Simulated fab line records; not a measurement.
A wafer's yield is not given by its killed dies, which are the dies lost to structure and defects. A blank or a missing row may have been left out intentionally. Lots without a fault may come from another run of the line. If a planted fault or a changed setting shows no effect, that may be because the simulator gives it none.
Matching of chambers + flow nand-harc + pecvd-03 running NHARC_A_STAIRCASE_DEP_417: 3 sister chambers
The step deposits Si3N4, target thk 60 nm. 3 wafers are shown with their chamber, then 12 later ones without.

## EACH WAFER AND ITS CHAMBER
| wafer  | chamber | heater-power-w (W) |
|--------|---------|--------------------|
| L089.2 | 0       | 771                |
| L091.3 | 2       | 720                |
| L091.5 | 1       | 855                |

## WAFERS WHOSE CHAMBER IS MISSING
| wafer  | heater-power-w (W) |
|--------|--------------------|
| L093.1 | 772                |
| L093.3 | 774                |
| L093.4 | 653                |
| L094.2 | 616                |
| L094.4 | 818                |
| L094.6 | 649                |
| L096.1 | 699                |
| L096.4 | 718                |
| L096.5 | 722                |
| L097.1 | 691                |
| L097.2 | 718                |
| L097.3 | 734                |

## CHAMBER TAKEN BY EACH
| wafer  | from the rows above          | in truth |
|--------|------------------------------|----------|
| L093.1 | can't be placed: 0 or 2 or 1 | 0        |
| L093.3 | can't be placed: 0 or 2 or 1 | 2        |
| L093.4 | can't be placed: 2 or 0      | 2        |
| L094.2 | can't be placed: 2 or 0      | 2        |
| L094.4 | can't be placed: 1 or 0 or 2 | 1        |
| L094.6 | can't be placed: 2 or 0      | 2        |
| L096.1 | can't be placed: 2 or 0      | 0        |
| L096.4 | can't be placed: 2 or 0      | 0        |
| L096.5 | can't be placed: 2 or 0      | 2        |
| L097.1 | can't be placed: 2 or 0      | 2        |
| L097.2 | can't be placed: 2 or 0      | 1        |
| L097.3 | can't be placed: 2 or 0      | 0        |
0 of 12 placed correctly. From these rows, 12 cannot be placed; in 11 the true chamber is one of the candidates. Placed wrongly: 0.
How it was worked out, from the rows above alone: a wafer's distance from a chamber is the root of the sum, over the readings, of the square of ((its reading less the chamber's mean) divided by the reading's scatter). If the next closest chamber is less than 2 further off than the closest, the wafer can't be placed; otherwise it belongs to the closest. For every chamber, the mean is computed from those of its wafers that are shown. The scatter (one wafer shown for each chamber): square how far every hidden wafer sits from the nearest shown wafer, average those squares and take the square root.
